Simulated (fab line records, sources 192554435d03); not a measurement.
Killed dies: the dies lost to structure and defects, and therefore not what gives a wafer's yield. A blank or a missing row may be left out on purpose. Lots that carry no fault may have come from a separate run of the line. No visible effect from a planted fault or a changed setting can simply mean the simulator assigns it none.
Which tool did it? / flow n5Finfet / Sampling: 11 lots, 31 wafers, 6 of 1938 route steps

== WHAT EACH GAUGE READ, for each wafer ==
N5_BEOL_M2_THK_MEAS_01.
lot=L244; measured=day 7 04:20; on=filmMetro-01; M2_ILD_THK (nm)=78.0 78.8 79.3
lot=L245; measured=day 7 07:49; on=filmMetro-01; M2_ILD_THK (nm)=77.9 80.1
lot=L248; measured=day 8 09:20; on=filmMetro-01; M2_ILD_THK (nm)=78.1 79.3 80.0
lot=L251; measured=day 9 01:56; on=filmMetro-01; M2_ILD_THK (nm)=155.9 158.2 156.9
lot=L255; measured=day 10 10:52; on=filmMetro-01; M2_ILD_THK (nm)=156.7 159.1 159.0
lot=L258; measured=day 10 23:31; on=filmMetro-02; M2_ILD_THK (nm)=155.9 156.7 156.7
lot=L259; measured=day 11 02:34; on=filmMetro-01; M2_ILD_THK (nm)=77.1 79.0
lot=L260; measured=day 11 13:04; on=filmMetro-01; M2_ILD_THK (nm)=77.5 79.5 78.8
lot=L262; measured=day 11 20:40; on=filmMetro-01; M2_ILD_THK (nm)=78.9 77.2 79.4
lot=L263; measured=day 12 01:38; on=filmMetro-02; M2_ILD_THK (nm)=78.2 77.7 79.3
lot=L265; measured=day 12 09:05; on=filmMetro-01; M2_ILD_THK (nm)=78.1 78.0 80.3

N5_BEOL_M4_RC_MEAS_101.
lot=L244; measured=day 9 03:12; on=prober-02; DIBL_N (mV/V)=40.5 36.0 39.7; DIBL_P (mV/V)=41 35 40; IOFF_N (nA/um)=0.25 0.13 0.21; IOFF_P (nA/um)=0.29 0.17 0.25; ION_N (uA/um)=710 677 681; ION_P (uA/um)=483 464 463; SS_N (mV/dec)=72.2 70.9 72.3; SS_P (mV/dec)=74.0 73.0 73.7; VT_N (mV)=244 252 248; VT_P (mV)=-246 -254 -248
lot=L245; measured=day 9 05:55; on=prober-01; DIBL_N (mV/V)=38.6 39.0; DIBL_P (mV/V)=41 41; IOFF_N (nA/um)=0.24 0.24; IOFF_P (nA/um)=0.30 0.32; ION_N (uA/um)=708 709; ION_P (uA/um)=481 490; SS_N (mV/dec)=72.3 73.0; SS_P (mV/dec)=75.0 75.2; VT_N (mV)=242 245; VT_P (mV)=-244 -243
lot=L248; measured=day 10 03:30; on=prober-01; DIBL_N (mV/V)=33.9 39.9 42.3; DIBL_P (mV/V)=34 41 44; IOFF_N (nA/um)=0.13 0.23 0.33; IOFF_P (nA/um)=0.19 0.32 0.39; ION_N (uA/um)=668 698 712; ION_P (uA/um)=462 479 481; SS_N (mV/dec)=70.8 72.1 73.3; SS_P (mV/dec)=72.4 74.7 75.4; VT_N (mV)=252 244 240; VT_P (mV)=-251 -244 -241
lot=L259; measured=day 12 23:45; on=prober-01; DIBL_N (mV/V)=32.1 31.2; DIBL_P (mV/V)=33 32; IOFF_N (nA/um)=0.11 0.11; IOFF_P (nA/um)=0.16 0.15; ION_N (uA/um)=663 668; ION_P (uA/um)=462 460; SS_N (mV/dec)=70.3 70.5; SS_P (mV/dec)=71.7 71.4; VT_N (mV)=254 255; VT_P (mV)=-254 -253
lot=L260; measured=day 13 04:21; on=prober-01; DIBL_N (mV/V)=34.7 35.7 31.3; DIBL_P (mV/V)=35 36 31; IOFF_N (nA/um)=0.12 0.15 0.09; IOFF_P (nA/um)=0.18 0.20 0.13; ION_N (uA/um)=676 675 652; ION_P (uA/um)=471 468 453; SS_N (mV/dec)=70.4 71.0 69.6; SS_P (mV/dec)=72.4 72.7 72.6; VT_N (mV)=255 252 257; VT_P (mV)=-254 -253 -257
lot=L262; measured=day 13 04:11; on=prober-02; DIBL_N (mV/V)=33.8 34.3 33.3; DIBL_P (mV/V)=33 34 32; IOFF_N (nA/um)=0.11 0.11 0.11; IOFF_P (nA/um)=0.15 0.15 0.14; ION_N (uA/um)=667 678 684; ION_P (uA/um)=458 467 468; SS_N (mV/dec)=70.2 70.8 69.6; SS_P (mV/dec)=71.5 71.8 71.5; VT_N (mV)=254 258 256; VT_P (mV)=-256 -253 -257
lot=L263; measured=day 14 00:22; on=prober-02; DIBL_N (mV/V)=31.1 34.4 34.5; DIBL_P (mV/V)=28 30 32; IOFF_N (nA/um)=0.07 0.10 0.11; IOFF_P (nA/um)=0.10 0.12 0.13; ION_N (uA/um)=644 640 672; ION_P (uA/um)=447 434 461; SS_N (mV/dec)=69.2 70.3 70.5; SS_P (mV/dec)=71.7 71.8 72.5; VT_N (mV)=262 260 254; VT_P (mV)=-261 -260 -258
lot=L265; measured=day 14 06:27; on=prober-02; DIBL_N (mV/V)=32.9 37.2 37.3; DIBL_P (mV/V)=31 36 35; IOFF_N (nA/um)=0.09 0.14 0.14; IOFF_P (nA/um)=0.13 0.18 0.17; ION_N (uA/um)=648 654 656; ION_P (uA/um)=451 448 445; SS_N (mV/dec)=71.3 71.5 72.3; SS_P (mV/dec)=72.7 73.9 73.9; VT_N (mV)=257 253 256; VT_P (mV)=-261 -254 -256

== WHICH TOOL RAN EACH LOT (tool, then ch and the chambers of the sampled wafers, then the start) ==
lot=L244; N5_BEOL_M1_ANNEAL_89=pvdSputter-01, day 7 02:05; N5_BEOL_M1_SPUTTER_90=pvdSputter-01, day 7 02:14; N5_BEOL_M1_SPUTTER_96=pvdSputter-01, day 7 02:53; N5_BEOL_M2_ILD_DEP_00=pecvd-04 ch 1,2, day 7 04:16
lot=L245; N5_BEOL_M1_ANNEAL_89=pvdSputter-01, day 7 05:46; N5_BEOL_M1_SPUTTER_90=pvdSputter-01, day 7 05:55; N5_BEOL_M1_SPUTTER_96=pvdSputter-01, day 7 06:34; N5_BEOL_M2_ILD_DEP_00=pecvd-04 ch 0,2, day 7 07:45
lot=L248; N5_BEOL_M1_ANNEAL_89=pvdSputter-01, day 8 07:20; N5_BEOL_M1_SPUTTER_90=pvdSputter-01, day 8 07:29; N5_BEOL_M1_SPUTTER_96=pvdSputter-01, day 8 08:08; N5_BEOL_M2_ILD_DEP_00=pecvd-03 ch 0,1,2, day 8 09:16
lot=L251; N5_BEOL_M1_ANNEAL_89=pvdSputter-02, day 8 23:43; N5_BEOL_M1_SPUTTER_90=pvdSputter-02, day 8 23:52; N5_BEOL_M1_SPUTTER_96=pvdSputter-02, day 9 00:31; N5_BEOL_M2_ILD_DEP_00=pecvd-04 ch 0,1,2, day 9 01:38
lot=L255; N5_BEOL_M1_ANNEAL_89=pvdSputter-02, day 10 08:17; N5_BEOL_M1_SPUTTER_90=pvdSputter-02, day 10 08:25; N5_BEOL_M1_SPUTTER_96=pvdSputter-02, day 10 09:05; N5_BEOL_M2_ILD_DEP_00=pecvd-01 ch 0,2, day 10 10:34
lot=L258; N5_BEOL_M1_ANNEAL_89=pvdSputter-03, day 10 21:04; N5_BEOL_M1_SPUTTER_90=pvdSputter-03, day 10 21:12; N5_BEOL_M1_SPUTTER_96=pvdSputter-03, day 10 21:52; N5_BEOL_M2_ILD_DEP_00=pecvd-01 ch 0,1,2, day 10 23:13
lot=L259; N5_BEOL_M1_ANNEAL_89=pvdSputter-03, day 11 00:27; N5_BEOL_M1_SPUTTER_90=pvdSputter-03, day 11 00:35; N5_BEOL_M1_SPUTTER_96=pvdSputter-03, day 11 01:15; N5_BEOL_M2_ILD_DEP_00=pecvd-01 ch 1,2, day 11 02:31
lot=L260; N5_BEOL_M1_ANNEAL_89=pvdSputter-03, day 11 11:05; N5_BEOL_M1_SPUTTER_90=pvdSputter-03, day 11 11:13; N5_BEOL_M1_SPUTTER_96=pvdSputter-03, day 11 11:53; N5_BEOL_M2_ILD_DEP_00=pecvd-04 ch 1,2, day 11 12:59
lot=L262; N5_BEOL_M1_ANNEAL_89=pvdSputter-02, day 11 18:30; N5_BEOL_M1_SPUTTER_90=pvdSputter-02, day 11 18:38; N5_BEOL_M1_SPUTTER_96=pvdSputter-02, day 11 19:18; N5_BEOL_M2_ILD_DEP_00=pecvd-04 ch 0,2, day 11 20:37
lot=L263; N5_BEOL_M1_ANNEAL_89=pvdSputter-02, day 11 22:54; N5_BEOL_M1_SPUTTER_90=pvdSputter-02, day 11 23:02; N5_BEOL_M1_SPUTTER_96=pvdSputter-02, day 11 23:42; N5_BEOL_M2_ILD_DEP_00=pecvd-03 ch 0,1,2, day 12 01:34
lot=L265; N5_BEOL_M1_ANNEAL_89=pvdSputter-03, day 12 07:06; N5_BEOL_M1_SPUTTER_90=pvdSputter-03, day 12 07:14; N5_BEOL_M1_SPUTTER_96=pvdSputter-03, day 12 07:54; N5_BEOL_M2_ILD_DEP_00=pecvd-03 ch 0,1,2, day 12 09:01
- N5_BEOL_M1_ANNEAL_89: time 240 s.
- N5_BEOL_M1_SPUTTER_90: material Cu, target thk 4.5 nm, time 8.29 s.
- N5_BEOL_M1_SPUTTER_96: material Cu, target thk 4.5 nm, time 8.29 s.
- N5_BEOL_M2_ILD_DEP_00: deposits SiOC from DEMS/O2, target thk 79 nm, time 15.3 s.

== AS READ BY THE TOOLS THEMSELVES (means over the sampled wafers that have a number; for cases with no such wafer, the mark the record gives instead) ==
N5_BEOL_M1_ANNEAL_89.
lot=L244; tool=pvdSputter-01; heaterPowerW (W)=920; susceptor_temp_C_max=401.1
lot=L245; tool=pvdSputter-01; heaterPowerW (W)=1002; susceptor_temp_C_max=401.6
lot=L248; tool=pvdSputter-01; heaterPowerW (W)=988; susceptor_temp_C_max=401.2
lot=L251; tool=pvdSputter-02; heaterPowerW (W)=851; susceptor_temp_C_max=400.7
lot=L255; tool=pvdSputter-02; heaterPowerW (W)=866; susceptor_temp_C_max=401.0
lot=L258; tool=pvdSputter-03; heaterPowerW (W)=894; susceptor_temp_C_max=400.8
lot=L259; tool=pvdSputter-03; heaterPowerW (W)=876; susceptor_temp_C_max=400.9
lot=L260; tool=pvdSputter-03; heaterPowerW (W)=937; susceptor_temp_C_max=400.8
lot=L262; tool=pvdSputter-02; heaterPowerW (W)=840; susceptor_temp_C_max=401.0
lot=L263; tool=pvdSputter-02; heaterPowerW (W)=857; susceptor_temp_C_max=400.8
lot=L265; tool=pvdSputter-03; heaterPowerW (W)=923; susceptor_temp_C_max=401.1

N5_BEOL_M1_SPUTTER_90.
lot=L244; tool=pvdSputter-01; substrateTempC (C)=-19.95; throttleValvePct (%)=29.8
lot=L245; tool=pvdSputter-01; substrateTempC (C)=-19.95; throttleValvePct (%)=31.0
lot=L248; tool=pvdSputter-01; substrateTempC (C)=-20.03; throttleValvePct (%)=29.1
lot=L251; tool=pvdSputter-02; substrateTempC (C)=-19.95; throttleValvePct (%)=29.6
lot=L255; tool=pvdSputter-02; substrateTempC (C)=-19.95; throttleValvePct (%)=29.2
lot=L258; tool=pvdSputter-03; substrateTempC (C)=-19.90; throttleValvePct (%)=30.2
lot=L259; tool=pvdSputter-03; substrateTempC (C)=-20.08; throttleValvePct (%)=29.5
lot=L260; tool=pvdSputter-03; substrateTempC (C)=-19.93; throttleValvePct (%)=30.2
lot=L262; tool=pvdSputter-02; substrateTempC (C)=-19.98; throttleValvePct (%)=28.9
lot=L263; tool=pvdSputter-02; substrateTempC (C)=-19.95; throttleValvePct (%)=29.0
lot=L265; tool=pvdSputter-03; substrateTempC (C)=-19.91; throttleValvePct (%)=29.8

N5_BEOL_M1_SPUTTER_96.
lot=L244; tool=pvdSputter-01; substrateTempC (C)=-20.06; throttleValvePct (%)=29.9
lot=L245; tool=pvdSputter-01; substrateTempC (C)=-19.93; throttleValvePct (%)=30.9
lot=L248; tool=pvdSputter-01; substrateTempC (C)=-20.04; throttleValvePct (%)=29.4
lot=L251; tool=pvdSputter-02; substrateTempC (C)=-19.95; throttleValvePct (%)=29.6
lot=L255; tool=pvdSputter-02; substrateTempC (C)=-20.01; throttleValvePct (%)=29.3
lot=L258; tool=pvdSputter-03; substrateTempC (C)=-20.03; throttleValvePct (%)=30.1
lot=L259; tool=pvdSputter-03; substrateTempC (C)=-20.02; throttleValvePct (%)=29.2
lot=L260; tool=pvdSputter-03; substrateTempC (C)=-20.10; throttleValvePct (%)=30.1
lot=L262; tool=pvdSputter-02; substrateTempC (C)=-19.90; throttleValvePct (%)=28.7
lot=L263; tool=pvdSputter-02; substrateTempC (C)=-20.11; throttleValvePct (%)=28.9
lot=L265; tool=pvdSputter-03; substrateTempC (C)=-19.99; throttleValvePct (%)=29.9

N5_BEOL_M2_ILD_DEP_00.
lot=L244; tool=pecvd-04; heaterPowerW (W)=468; showerheadPlenumPTorr (Torr)=5.685; throttleValvePct (%)=11.7
lot=L245; tool=pecvd-04; heaterPowerW (W)=470; showerheadPlenumPTorr (Torr)=5.688; throttleValvePct (%)=11.7
lot=L248; tool=pecvd-03; heaterPowerW (W)=477; showerheadPlenumPTorr (Torr)=5.687; throttleValvePct (%)=11.7
lot=L251; tool=pecvd-04; heaterPowerW (W)=486; showerheadPlenumPTorr (Torr)=5.677; throttleValvePct (%)=11.8
lot=L255; tool=pecvd-01; heaterPowerW (W)=409; showerheadPlenumPTorr (Torr)=5.693; throttleValvePct (%)=11.4
lot=L258; tool=pecvd-01; heaterPowerW (W)=466; showerheadPlenumPTorr (Torr)=5.697; throttleValvePct (%)=11.9
lot=L259; tool=pecvd-01; heaterPowerW (W)=528; showerheadPlenumPTorr (Torr)=5.685; throttleValvePct (%)=12.3
lot=L260; tool=pecvd-04; heaterPowerW (W)=446; showerheadPlenumPTorr (Torr)=5.677; throttleValvePct (%)=11.8
lot=L262; tool=pecvd-04; heaterPowerW (W)=495; showerheadPlenumPTorr (Torr)=5.694; throttleValvePct (%)=12.0
lot=L263; tool=pecvd-03; heaterPowerW (W)=489; showerheadPlenumPTorr (Torr)=5.680; throttleValvePct (%)=11.8
lot=L265; tool=pecvd-03; heaterPowerW (W)=427; showerheadPlenumPTorr (Torr)=5.690; throttleValvePct (%)=11.9

== THE ANSWER, worked out from the rows above alone ==
Rule: what is usual is taken from the lots themselves. The widest of any qualifying gaps counts: lots, ordered by their means at a reading, are off when they make up no more than a third of the lots, leave a main group of 4 or more, and stand apart from it by 3 or more times the standard deviation of that group's means. If all means in a main group match to the digits the tables above print for the reading, that group is not used. A lot without any number at a reading at which 4 lots or more have one is off too. All remaining lots with rows at the step are treated as sound. After the gauges, taken in route order, come the tools' own readings; for these a lot's mean is taken, as printed above. The first step at which some lot is off is used, and at that step the reading that is off furthest; a lot without a number counts as furthest.
Off: at N5_BEOL_M2_THK_MEAS_01 (M2_ILD_THK), L251, L255, L258. Mean 78.6 nm and standard deviation 0.32 in the main group.
A tool fits if, at a process step before that reading, it ran every lot that is off, and no sound lot after the first of them. Those tools and the gauges at N5_BEOL_M2_THK_MEAS_01 are tried in the same way. None of those tried fits.

== WHAT HAD BEEN PUT IN BY THE SIMULATOR ==
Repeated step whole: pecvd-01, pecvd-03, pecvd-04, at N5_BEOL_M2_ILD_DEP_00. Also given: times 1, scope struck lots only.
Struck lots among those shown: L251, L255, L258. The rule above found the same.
